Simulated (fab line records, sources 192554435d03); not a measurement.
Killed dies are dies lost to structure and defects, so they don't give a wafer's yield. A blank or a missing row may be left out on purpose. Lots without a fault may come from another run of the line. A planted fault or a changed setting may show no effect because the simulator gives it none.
fab line records | flow n5_finfet
record lots=5 wafers=15 last_day=19
route steps=1938 shown FIN_SAQP@91 BEOL_M4@1111 PASSIVATION@1936
lots that met no fault: from a run of the same line without faults
start_h: hours from the record's first day to the start of the lot's first wafer shown | wait_h: hours since the lot's step before | " the same as in the row above | L1.1+2: a row that stands for several wafers | - no value, or no start given | * or withheld: withheld | < > ~ a bound
route shown NAME@n: a module of which the file shows steps, and the number in the route of the first | usual: mean/standard deviation of fault-free wafers | same: alike in all rows | chamber/n: place in a boat | sites: the reading at each site | _std_site: their standard deviation | _edge_site: outer sites' mean less inner sites' | radius_mm: how far each site lies from the wafer's centre | mask NAME#n: copy n | behind: the tool/chamber that last shaped the wafer | hold: why the lot was held/for how many hours/how that ended | device: the transistor (n, p or np) that didn't switch | end of line: the same wafers' tests at the end of the route | a step without rows: its recipe alone | killed: dies lost to structure and defects at the first sort, not the wafer's yield | map: a wafer's dies, x killed, . not, _ none there
set.NAME: the setting as run; set.NAME@STEP: as run at that earlier step | model.NAME: the simulator's own value behind a step, which no gauge read
lots at some steps of the route; a table a step, a row a wafer
services: from which hour (start_h, from the record's first day; less than 0 if before it) a tool's chamber was out of use, for how many hours, and why
## steps
# step N5_FIN_SAQP_PRECLEAN_00
# recipe chemistry=SC1 time_s=60 temp_c=55 mix=1:2:50
# step N5_FIN_SAQP_PRECLEAN_44
# recipe chemistry=SC2 time_s=45 temp_c=35 mix=1:1:50
# step N5_FIN_SAQP_SRD_01
# recipe dry=ipa_marangoni time_s=30 temp_c=23 rinse_liquid=diw
# step N5_FIN_SAQP_ALD_61
# recipe material=SiO2 target_thk_a=40 temp_c=300 ald_precursor_family=BDEAS ald_co_reactant=O2-plasma pulse_time_s=1 purge_time_s=2 co_reactant_purge_time_s=2 ald_cycles=43 pressure_torr=2
# step N5_FIN_SAQP_DENSIFY_62
# recipe temp_c=700 time_s=60 ambient=N2 idle_temp_c=600 ramp_up_c_per_s=150 ramp_down_c_per_s=60 cool_to_c=600
# step N5_FIN_SAQP_HM_DEP_03
# recipe material=SiNx target_thk_a=380 temp_c=400 precursor=SiH4/NH3/N2 pressure_torr=1.5 rf_w=300 time_s=33.6
# step N5_FIN_SAQP_PECVD_47
# recipe material=a-Si target_thk_a=450 temp_c=400 precursor=SiH4/He pressure_torr=3 rf_w=100 time_s=36.3
# step N5_FIN_SAQP_PECVD_48
# recipe material=SiNx target_thk_a=250 temp_c=400 precursor=SiH4/NH3/N2 pressure_torr=1.5 rf_w=300 time_s=22.1
# step N5_FIN_SAQP_PECVD_06
# recipe material=a-Si target_thk_a=600 temp_c=400 precursor=SiH4/He pressure_torr=3 rf_w=100 time_s=48.1
# step N5_FIN_SAQP_HM_DEP_72
# recipe material=SiO2 target_thk_a=120 temp_c=400 precursor=SiH4/N2O pressure_torr=0.75 rf_w=275 time_s=7.2
# step N5_FIN_SAQP_COAT_49
# recipe resist=SOC temp_c=250 time_s=60 spin_rpm=1500 resist_thk_nm=100
# usual spin_speed_rpm=1499.9/0.86
# columns lot.wafer tool chamber start_h wait_h spin_speed_rpm model.SOC_of_FIN_SAQP_COAT_49.thk_nm
L406.3 litho_track-01 0 76.50 0.1 1500.4 100.8
L406.5 " 0 " " 1499.4 100.4
L406.6 " 0 " " 1500.0 100.3
L412.2 litho_track-01 0 112.09 0.1 1647.8 95.87
L412.4 " 0 " " 1648.9 95.78
L412.5 " 0 " " 1647.4 95.96
L414.2 litho_track-01 0 124.50 0.1 1649.1 95.61
L414.5 " 0 " " 1648.1 95.64
L414.6 " 0 " " 1646.8 95.21
L415.1 litho_track-01 0 130.20 0.1 1648.7 95.54
L415.4 " 0 " " 1649.1 95.23
L415.6 " 0 " " 1648.7 95.6
L420.2 litho_track-04 0 158.90 0.1 1499.9 99.88
L420.4 " 0 " " 1499.0 99.69
L420.6 " 0 " " 1500.9 99.77
# step N5_FIN_SAQP_COAT_50
# recipe resist=SiARC temp_c=220 time_s=60 spin_rpm=1500 resist_thk_nm=35
# step N5_FIN_SAQP_COAT_10
# recipe resist=CAR-ArF spin_rpm=1500 resist_thk_nm=90
# step N5_FIN_SAQP_EBR_12
# recipe solvent=PGMEA ebr_width_mm=1.5
# step N5_FIN_SAQP_SOFTBAKE_11
# recipe temp_c=110 time_s=60 resist=CAR-ArF
# step N5_FIN_SAQP_EXPOSE_13
# recipe mask_id=FIN_CORE na=1.35 source_shape=dipole sigma_inner=0.538 sigma_outer=0.738 polarization=te target_cd_nm=35.6 dose_mj=63.25
# step N5_FIN_SAQP_PEB_14
# recipe peb_temp_c=withheld peb_time_s=60 resist=CAR-ArF
# step N5_FIN_SAQP_DEVELOP_15
# recipe develop_time_s=30 developer=TMAH resist=CAR-ArF dev_temp_c=23 rinse_liquid=diw dry=air_spin
# step N5_FIN_SAQP_DESCUM_21
# recipe chemistry=O2 time_s=7.9 source_power_w=50 bias_power_w=20 pressure_mtorr=20 rf_frequency_hz=2.712e+07 temp_c=40 resist=CAR-ArF o2_flow_sccm=225
# step N5_FIN_SAQP_ETCH_51
# recipe chemistry=CF4 target=SiARC target_depth_a=455 mask_material=CAR-ArF time_s=75.8 ion_energy_ev=80 pressure_mtorr=40 source_w=545 bias_w=36 Ar_flow_sccm=100 cf4_flow_sccm=100 ends=cleared
# step N5_FIN_SAQP_ETCH_52
# recipe chemistry=N2/H2 target=SOC target_depth_a=1000 overetch_a=200 mask_material=SiARC temp_c=40 time_s=150 ion_energy_ev=200 pressure_mtorr=30 source_w=840 bias_w=150 n2_flow_sccm=200 h2_flow_sccm=200 ends=end_point
# usual drypump_motor_current_A=5.6/0.6 h2_flow_sccm=200.1/0.59 oes_product_au=0.71/0.082 rf_vpp_V=523.7/2.5 showerhead_plenum_p_Torr=2.54/0.088 temp_c=40.01/0.11 throttle_valve_pct=17.86/0.23
# columns lot.wafer tool chamber start_h wait_h drypump_motor_current_A h2_flow_sccm oes_product_au rf_hours_counter_h rf_vpp_V showerhead_plenum_p_Torr temp_c throttle_valve_pct model.etch.depth_nm
L406.3 rie_diel-03 1 77.17 0.0 4.7 200.7 0.82 16 521.5 2.50 40.19 18.07 100.8
L406.5 " 1 " " 4.7 199.5 0.81 - 523.0 2.50 40.13 18.05 100.4
L406.6 " 0 " " 5.7 200.4 0.62 - 519.9 2.41 40.04 18.16 100.3
L412.2 rie_diel-03 1 112.78 0.0 4.7 199.5 0.75 33 522.9 2.49 40.02 18.10 95.87
L412.4 " 2 " " 5.1 199.0 0.76 35 522.7 2.51 40.16 17.95 95.78
L412.5 " 2 " " 5.1 199.2 0.76 - 522.3 2.51 40.16 17.95 95.96
L414.2 rie_diel-04 3 125.06 0.0 6.2 199.2 0.67 153 527.0 2.65 39.64 17.99 95.61
L414.5 " 3 " " 6.2 200.4 0.68 - 526.7 2.65 39.87 18.00 95.64
L414.6 " 2 " " 4.9 200.3 0.61 - 520.6 2.39 40.09 17.74 95.21
L415.1 rie_diel-04 0 131.26 0.0 6.2 201.3 0.64 173 522.9 2.53 40.05 18.13 95.54
L415.4 " 2 " " 4.9 199.8 0.61 - 520.6 2.39 40.21 17.76 95.23
L415.6 " 3 " " 6.2 200.6 0.67 - 526.1 2.65 39.90 18.00 95.6
L420.2 rie_diel-04 1 159.46 0.0 6.3 200.1 0.84 6 525.8 2.61 40.24 17.36 99.88
L420.4 " 0 " " 6.2 200.7 0.65 181 524.7 2.52 40.11 18.13 99.69
L420.6 " 0 " " 6.2 200.3 0.65 - 523.6 2.52 40.00 18.15 99.77
# step N5_FIN_SAQP_STRIP_53
# recipe chemistry=N2/H2 temp_c=40 n2_flow_sccm=200 h2_flow_sccm=200 rf_frequency_hz=6e+07
# step N5_FIN_SAQP_HM_OPEN_73
# recipe chemistry=CHF3/O2 target=SiO2 stop_on=a-Si target_depth_a=120 over_etch_frac=1.8 mask_material=SOC time_s=16.8 pressure_mtorr=30 source_w=650 bias_w=170 Ar_flow_sccm=200 CHF3_flow_sccm=50 O2_flow_sccm=5 ion_energy_ev=200 ends=end_point
# step N5_FIN_SAQP_STRIP_74
# recipe chemistry=CHF3/O2 resist=SiARC rf_frequency_hz=6e+07
# step N5_FIN_SAQP_MANDREL_ETCH_22
# recipe target_depth_a=600 chemistry=HBr/Cl2 target=a-Si stop_on=SiNx bt_time_s=10 over_etch_frac=0.5 time_s=30 pressure_mtorr=10 icp_w=800 bias_w=75 HBr_flow_sccm=150 Cl2_flow_sccm=80 ends=end_point
# usual drypump_motor_current_A=5.7/0.61 oes_product_au=0.767/0.014 throttle_valve_pct=35.31/0.3
# columns lot.wafer tool chamber start_h wait_h drypump_motor_current_A oes_product_au rf_hours_counter_h throttle_valve_pct model.SOC_of_FIN_SAQP_COAT_49.thk_nm
L406.3 rie_si-05 3 77.36 0.0 6.0 0.737 162 35.61 76.02
L406.5 " 3 " " 6.1 0.746 - 35.59 75.71
L406.6 " 0 " " 5.9 0.795 - 34.97 76.33
L412.2 rie_si-05 2 112.97 0.0 6.3 0.769 47 35.22 71.82
L412.4 " 0 " " 5.8 0.792 197 34.98 71.67
L412.5 " 0 " " 5.8 0.786 - 34.97 71.93
L414.2 rie_si-03 3 125.25 0.0 6.5 0.761 4 35.38 71.79
L414.5 " 0 " " 5.1 0.769 - 35.28 71.27
L414.6 " 3 " " 6.5 0.775 - 35.37 71.45
L415.1 rie_si-03 0 131.45 0.0 5.0 0.769 13 35.26 71.33
L415.4 " 2 " " 6.6 0.777 85 34.78 71.74
L415.6 " 2 " " 6.6 0.799 - 34.79 72.05
L420.2 rie_si-06 1 159.65 0.0 5.6 0.755 96 35.34 76.07
L420.4 " 2 " " 5.3 0.756 53 35.76 74.83
L420.6 " 2 " " 5.3 0.756 - 35.76 75
# step N5_FIN_SAQP_STRIP_55
# recipe chemistry=N2/H2 power_w=500 temp_c=40 pressure_mtorr=50 rf_frequency_hz=6e+07 overash_fraction=0.3 bias_power_w=28 h2_frac=0.5 n2_flow_sccm=300 h2_flow_sccm=300
# step N5_BEOL_M4_RC_MEAS_101
# usual DIBL_N=36.4/1.9 DIBL_P=35.8/2.1 IOFF_N=0.158/0.029 IOFF_P=0.21/0.035 ION_N=676/14 ION_P=465/9.7 SS_N=71.5/0.66 SS_P=73.4/0.7 VT_N=249.8/3 VT_P=-250/3.3
# columns lot.wafer tool chamber start_h wait_h DIBL_N[mV/V] DIBL_P[mV/V] IOFF_N[nA/um] IOFF_P[nA/um] ION_N[uA/um] ION_P[uA/um] SS_N[mV/dec] SS_P[mV/dec] VT_N[mV] VT_P[mV]
L406.3 prober-01 0 244.45 0.3 35.5 35.9 0.141 0.23 675 464 71.6 73.7 250.7 -246
L406.5 " 0 " " 35.4 35.4 0.134 0.22 672 478 71.4 73.6 252.3 -247
L406.6 " 0 " " 35.1 35.8 0.141 0.24 667 473 71.6 73.9 250.7 -246
L412.2 prober-02 0 282.90 0.2 35.9 34.9 0.151 0.19 669 455 72.1 73.4 251.3 -253
L412.4 " 0 " " 36.2 34.9 0.159 0.19 688 460 71.7 73.7 248.0 -254
L412.5 " 0 " " 38.4 37.4 0.201 0.23 692 465 72.4 73.8 245.1 -250
L414.2 prober-02 0 286.67 0.2 37.8 38.3 0.185 0.27 685 471 72.7 73.7 249.9 -246
L414.5 " 0 " " 37.3 38.3 0.175 0.30 675 469 71.8 74.5 246.9 -243
L414.6 " 0 " " 36.2 36.8 0.164 0.25 675 465 71.2 73.8 249.4 -248
L415.1 prober-02 0 306.39 0.1 34.4 32.6 0.121 0.17 648 446 72.0 72.4 253.5 -252
L415.4 " 0 " " 34.6 32.4 0.133 0.16 664 452 70.5 72.7 250.4 -252
L415.6 " 0 " " 35.9 34.5 0.149 0.20 658 456 70.4 73.0 249.9 -251
L420.2 prober-01 0 346.27 0.2 30.9 29.8 0.100 0.14 672 468 70.3 71.4 256.7 -255
L420.4 " 0 " " 33.5 33.8 0.132 0.19 672 464 71.7 73.2 251.4 -251
L420.6 " 0 " " 33.1 33.7 0.130 0.18 678 471 71.8 72.7 251.7 -250
# step N5_PASSIVATION_PROBE_49
# usual defect_limited_yield=91.3/1.3 killed_at_M0_to_M3=34/9.1 killed_at_M4_up=14/5.6 killed_at_contacts=13/5.9 killed_at_front_end=39/11 killed_at_other=3.6/3 killed_dies=102/16 killed_on_rim=13/4 killed_open=68/12 killed_short=33/7.3 sort_bin_5_function=5.2/0.89 sort_bin_6_memory=3.2/0.68 sort_bin_8_speed=0.00/0.027 sort_n_pass=1078/16 sort_yield_pct=91.3/1.3
# same gross_dies=1180 killed_at_back_side=0 sort_bin_4_leakage[%]=0
# columns lot.wafer tool chamber start_h wait_h defect_limited_yield[%] killed_at_M0_to_M3 killed_at_M4_up killed_at_contacts killed_at_front_end killed_at_other killed_dies killed_on_rim killed_open killed_short sort_bin_5_function[%] sort_bin_6_memory[%] sort_bin_8_speed[%] sort_n_pass sort_yield_pct[%]
L406.3 prober-02 - 348.89 0.1 88.6 37 18 17 60 2 134 17 96 37 6.7 4.2 0 1046 88.6
L406.5 prober-02 - 348.99 0.2 87.1 57 16 16 63 0 152 22 101 51 7.1 5.4 0 1028 87.1
L406.6 prober-02 - 349.04 0.3 91.8 34 6 9 38 10 97 7 63 34 4.9 3.3 0 1083 91.8
L412.2 prober-02 - 385.18 0.1 92.1 27 10 15 39 2 93 11 67 26 4.9 2.7 0 1087 92.1
L412.4 prober-02 - 385.28 0.2 91.3 41 12 16 34 0 103 12 66 37 5.8 2.7 0 1077 91.3
L412.5 prober-02 - 385.33 0.2 90.5 43 11 22 34 2 112 18 76 35 5.3 3.6 0 1068 90.5
L414.2 prober-01 - 399.97 0.1 91.0 40 11 16 34 5 106 14 77 29 5.8 2.9 0 1074 91.0
L414.5 prober-01 - 400.12 0.2 92.0 25 15 9 43 2 94 14 66 28 4.4 3.4 0 1086 92.0
L414.6 prober-01 - 400.17 0.3 91.0 40 21 7 31 7 106 10 74 32 4.4 4.3 0 1074 91.0
L415.1 prober-02 - 417.38 0.0 90.7 29 17 17 43 4 110 22 64 41 5.3 3.7 0.25 1067 90.4
L415.4 prober-02 - 417.53 0.2 92.4 32 9 15 34 0 90 10 62 28 4.2 3.2 0 1090 92.4
L415.6 prober-02 - 417.63 0.3 91.1 44 17 10 32 2 105 13 67 35 5.3 3.2 0 1075 91.1
L420.2 prober-02 - 462.52 0.1 91.6 33 11 13 41 1 99 15 68 30 4.5 3.6 0 1081 91.6
L420.4 prober-02 - 462.62 0.2 91.9 35 10 14 34 2 95 10 66 29 4.2 3.7 0 1085 91.9
L420.6 prober-02 - 462.72 0.3 91.2 41 22 10 26 5 104 12 69 32 5.2 3.2 0 1076 91.2
# killed by level:class
L406.3 STI_FIN_REVEAL:geometric_particle:open=19 MOL_CONTACT_COAG:geometric_particle:open=15 BEOL_M2:geometric_particle:open=13 GATE_CUT:geometric_particle:short=9 FIN_SAQP:geometric_particle:open=8 BEOL_M4:geometric_particle:open=7 GATE_CUT:geometric_particle:open=6 BEOL_M1:geometric_particle:open=6
L406.5 FIN_SAQP:geometric_particle:open=17 FIN_SAQP:geometric_particle:short=17 MOL_CONTACT_COAG:geometric_particle:open=14 BEOL_M3:geometric_particle:open=12 BEOL_M1:geometric_particle:open=10 BEOL_M2:geometric_particle:open=9 BEOL_M0_SAQP:geometric_particle:open=9 STI_FIN_REVEAL:geometric_particle:open=7
L406.6 BEOL_M3:geometric_particle:open=13 BEOL_M0_SAQP:geometric_particle:open=8 FIN_SAQP:geometric_particle:open=7 MOL_CONTACT_COAG:geometric_particle:open=7 GATE_CUT:geometric_particle:short=5 BEOL_M2:geometric_particle:open=5 MIM_TOP_ETCH:geometric_particle:open=5 FIN_SAQP:geometric_particle:short=4
L412.2 MOL_CONTACT_COAG:geometric_particle:open=13 STI_FIN_REVEAL:geometric_particle:open=9 GATE_CUT:geometric_particle:short=8 BEOL_M1:geometric_particle:open=8 BEOL_M2:geometric_particle:open=7 FIN_SAQP:geometric_particle:open=6 BEOL_M3:geometric_particle:open=5 GATE_CUT:geometric_particle:open=4
L412.4 BEOL_M0_SAQP:geometric_particle:short=12 MOL_CONTACT_COAG:geometric_particle:open=12 BEOL_M0_SAQP:geometric_particle:open=10 FIN_SAQP:geometric_particle:short=9 STI_FIN_REVEAL:geometric_particle:open=9 BEOL_M2:geometric_particle:open=8 MOL_CONTACT_COAG:geometric_particle:short=4 DUMMY_GATE:geometric_particle:open=4
L412.5 MOL_CONTACT_COAG:geometric_particle:open=17 BEOL_M0_SAQP:geometric_particle:open=14 STI_FIN_REVEAL:geometric_particle:open=12 BEOL_M0_SAQP:geometric_particle:short=10 BEOL_M2:geometric_particle:open=9 DUMMY_GATE:geometric_particle:open=7 BEOL_M5:geometric_particle:open=6 MOL_CONTACT_COAG:geometric_particle:short=5
L414.2 MOL_CONTACT_COAG:geometric_particle:open=15 BEOL_M0_SAQP:geometric_particle:short=11 BEOL_M0_SAQP:geometric_particle:open=11 STI_FIN_REVEAL:geometric_particle:open=9 BEOL_M1:geometric_particle:open=7 GATE_CUT:geometric_particle:open=7 FIN_SAQP:geometric_particle:open=4 DUMMY_GATE:geometric_particle:open=4
L414.5 STI_FIN_REVEAL:geometric_particle:open=11 MOL_CONTACT_COAG:geometric_particle:open=9 BEOL_M4:geometric_particle:open=9 BEOL_M0_SAQP:geometric_particle:open=8 GATE_CUT:geometric_particle:short=6 BEOL_M2:geometric_particle:open=6 FIN_SAQP:geometric_particle:short=4 DUMMY_GATE:geometric_particle:open=4
L414.6 BEOL_M1:geometric_particle:open=14 BEOL_M4:geometric_particle:open=13 BEOL_M0_SAQP:geometric_particle:open=8 FIN_SAQP:geometric_particle:short=7 DUMMY_GATE:geometric_particle:open=5 BEOL_M2:geometric_particle:open=5 GATE_CUT:geometric_particle:open=4 MOL_CONTACT_COAG:geometric_particle:open=4
L415.1 MOL_CONTACT_COAG:geometric_particle:open=14 BEOL_M0_SAQP:geometric_particle:short=12 FIN_SAQP:geometric_particle:open=10 GATE_CUT:geometric_particle:short=7 BEOL_M0_SAQP:geometric_particle:open=7 FIN_SAQP:geometric_particle:short=6 BEOL_M4:geometric_particle:short=6 DUMMY_GATE:geometric_particle:open=5
L415.4 MOL_CONTACT_COAG:geometric_particle:open=10 BEOL_M2:geometric_particle:open=9 FIN_SAQP:geometric_particle:open=8 FIN_SAQP:geometric_particle:short=7 BEOL_M1:geometric_particle:open=7 BEOL_M0_SAQP:geometric_particle:short=6 MOL_CONTACT_COAG:geometric_particle:short=5 GATE_CUT:geometric_particle:open=4
L415.6 BEOL_M0_SAQP:geometric_particle:open=12 FIN_SAQP:geometric_particle:open=9 BEOL_M4:geometric_particle:open=9 BEOL_M2:geometric_particle:open=7 BEOL_M3:geometric_particle:open=7 BEOL_M0_SAQP:geometric_particle:short=6 MOL_CONTACT_COAG:geometric_particle:open=5 MOL_CONTACT_COAG:geometric_particle:short=5
L420.2 STI_FIN_REVEAL:geometric_particle:open=19 MOL_CONTACT_COAG:geometric_particle:open=12 BEOL_M3:geometric_particle:open=11 BEOL_M2:geometric_particle:open=9 FIN_SAQP:geometric_particle:short=7 BEOL_M3:geometric_particle:short=5 BEOL_M0_SAQP:geometric_particle:short=4 FIN_SAQP:geometric_particle:open=3
L420.4 BEOL_M3:geometric_particle:open=14 MOL_CONTACT_COAG:geometric_particle:open=11 STI_FIN_REVEAL:geometric_particle:open=8 FIN_SAQP:geometric_particle:short=6 BEOL_M0_SAQP:geometric_particle:short=5 BEOL_M0_SAQP:geometric_particle:open=5 BEOL_M2:geometric_particle:open=5 BEOL_M1:geometric_particle:open=4
L420.6 BEOL_M2:geometric_particle:open=18 MOL_CONTACT_COAG:geometric_particle:open=10 STI_FIN_REVEAL:geometric_particle:open=7 BEOL_M2:geometric_particle:short=6 BEOL_M4:geometric_particle:short=6 BEOL_M0_SAQP:geometric_particle:open=5 BEOL_M3:geometric_particle:open=5 BEOL_M4:geometric_particle:open=5
## services
# columns tool chamber start_h hours kind
rie_si-06 0 65.25 6.7 repair
rie_diel-03 3 69.61 - clean
rie_diel-03 3 69.61 - consumable_replace:focus_ring
rie_diel-03 3 69.61 30.0 scheduled_down
rie_diel-03 3 69.61 30.0 vent_cycle
rie_si-05 3 88.26 6.9 repair
litho_track-04 - 96.29 - consumable_replace:filter
rie_si-06 - 106.71 2.8 repair
rie_diel-04 1 120.51 - clean
rie_diel-04 1 120.51 - consumable_replace:focus_ring
rie_diel-04 1 120.51 22.1 scheduled_down
rie_diel-04 1 120.51 22.1 vent_cycle
rie_si-05 0 127.53 - clean
rie_si-05 0 127.53 22.7 scheduled_down
rie_si-05 0 127.53 22.7 vent_cycle
rie_diel-03 0 134.87 - clean
rie_diel-03 0 134.87 - consumable_replace:focus_ring
rie_diel-03 0 134.87 - consumable_replace:showerhead
rie_diel-03 0 134.87 27.9 scheduled_down
rie_diel-03 0 134.87 27.9 vent_cycle
rie_si-03 - 144.87 0.2 repair
rie_diel-04 0 147.84 10.7 repair
## key
first_sign step=N5_FIN_SAQP_COAT_49 reading=spin_speed_rpm direction=up sigmas=99+ usual=* struck=*
effect none on later readings
model_effect step=N5_FIN_SAQP_COAT_49 value=SOC_of_FIN_SAQP_COAT_49.thk_nm without=100.2 struck=95.6
model_effect step=N5_FIN_SAQP_ETCH_52 value=etch.depth_nm without=100.2 struck=95.6
model_effect step=N5_FIN_SAQP_MANDREL_ETCH_22 value=SOC_of_FIN_SAQP_COAT_49.thk_nm without=76.31 struck=71.67
met_at N5_FIN_SAQP_COAT_49
struck_wafers L412.2,L412.4,L412.5,L414.2,L414.5,L414.6,L415.1,L415.4,L415.6
onset_between 76.50 112.09
fault kind=process_parameter_drift tool=litho_track-01 chamber=- onset_h=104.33 steps=N5_FIN_SAQP_COAT_49 channel=spin_rpm offset=* shape=step end_h=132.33 acts_in=* stated=*
